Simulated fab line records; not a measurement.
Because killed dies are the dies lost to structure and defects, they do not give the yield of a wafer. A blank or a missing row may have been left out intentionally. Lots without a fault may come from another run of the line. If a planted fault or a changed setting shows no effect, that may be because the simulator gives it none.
Lot-split experiment ; flow n5_finfet ; on a route of 1938 steps: 7 lots, 21 wafers read

SPLIT DETAILS
At N5_WELL_APT_PEB_06 (peb time 90 s), the setting peb_time_s was moved away from the recipe's 90 s on 9 of the 21 wafers read, by -20.6% to +5.7%. All remaining wafers had this setting at the recipe value.

FROM THE SPLIT TO THE READING: what the file shows between them, 2 steps
- N5_WELL_APT_DEVELOP_07: develop time 45 s
- N5_WELL_APT_HARDBAKE_12: time 120 s

THE READING
At N5_WELL_APT_CD_MEAS_08: cd_nm in nanometres, against a target cd of 200 nm. Fault-free wafers of this fab line usually give 200.3 nm, standard deviation 1.6 nm.

wafer;tool, chamber at the split;peb_time_s as run, s;against the recipe;cd_nm, nm;against lot-mates on the recipe
L074.1;litho_track-04, 0;90;recipe;200.8;-
L074.5;litho_track-04, 0;82.12;-8.8%;196.2;-4.6
L074.6;litho_track-04, 0;82.12;-8.8%;197.3;-3.5
L083.3;litho_track-02, 0;90;recipe;200.2;-
L083.4;litho_track-02, 0;90;recipe;198.7;-
L083.5;litho_track-02, 0;90;recipe;203.0;-
L090.2;litho_track-03, 0;95.15;+5.7%;202.7;no lot-mate on the recipe
L090.3;litho_track-03, 0;95.15;+5.7%;201.8;no lot-mate on the recipe
L090.6;litho_track-03, 0;95.15;+5.7%;201.7;no lot-mate on the recipe
L094.1;litho_track-04, 0;90;recipe;202.6;-
L094.3;litho_track-04, 0;71.43;-20.6%;190.3;-10.2
L094.4;litho_track-04, 0;90;recipe;198.5;-
L095.1;litho_track-02, 0;90;recipe;200.5;-
L095.3;litho_track-02, 0;79.87;-11.3%;194.4;-6.1
L095.5;litho_track-02, 0;79.87;-11.3%;195.8;-4.7
L096.1;litho_track-03, 0;82.64;-8.2%;197.4;-1.5
L096.2;litho_track-03, 0;90;recipe;198.2;-
L096.6;litho_track-03, 0;90;recipe;199.6;-
L097.1;litho_track-02, 0;90;recipe;201.3;-
L097.3;litho_track-02, 0;90;recipe;200.5;-
L097.5;litho_track-02, 0;90;recipe;198.3;-

THE FIT
A straight line over all 21 wafers: cd_nm changes by +0.43 nm for each +1% of peb_time_s; r = +0.91; the points scatter about the line by 1.3 nm.
The same after taking each lot's own level away (the mean of its wafers on the recipe; 18 wafers): +0.47 nm for each +1%; r = +0.91; scatter 1.4 nm.
On that fit, the largest move of peb_time_s shifts the reading by 9.7 nm.
From 198.90 to 200.80 nm: that is the span of the lots' own levels, equal to 1.2 times the standard deviation above.
So the lot-to-lot level changes the slope little: the two slopes agree.
Check: for one of the wafers moved furthest among these (-20.6%), held out of the fit, the line's prediction against its lot-mates is -8.96 nm. It came out at -10.2 nm against them.

THE WHOLE CHAIN: every reading that the file lists as answering this split, in the file's order
step;what it does;reading;change (the file's fit);r (the file's)
N5_WELL_APT_CD_MEAS_08;target cd 200 nm;cd_nm;+0.459 nm for each +1% of the setting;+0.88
N5_WELL_APT_DESCUM_13;chemistry O2, time 7.9 s;WELL_APT.cd_nm (the simulator's own value, which no gauge read);+0.462 nm for each +1% of the setting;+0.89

THE FILE'S OWN FIT
cd_nm changes by +0.459 nm for each +1% of peb_time_s, r = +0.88.
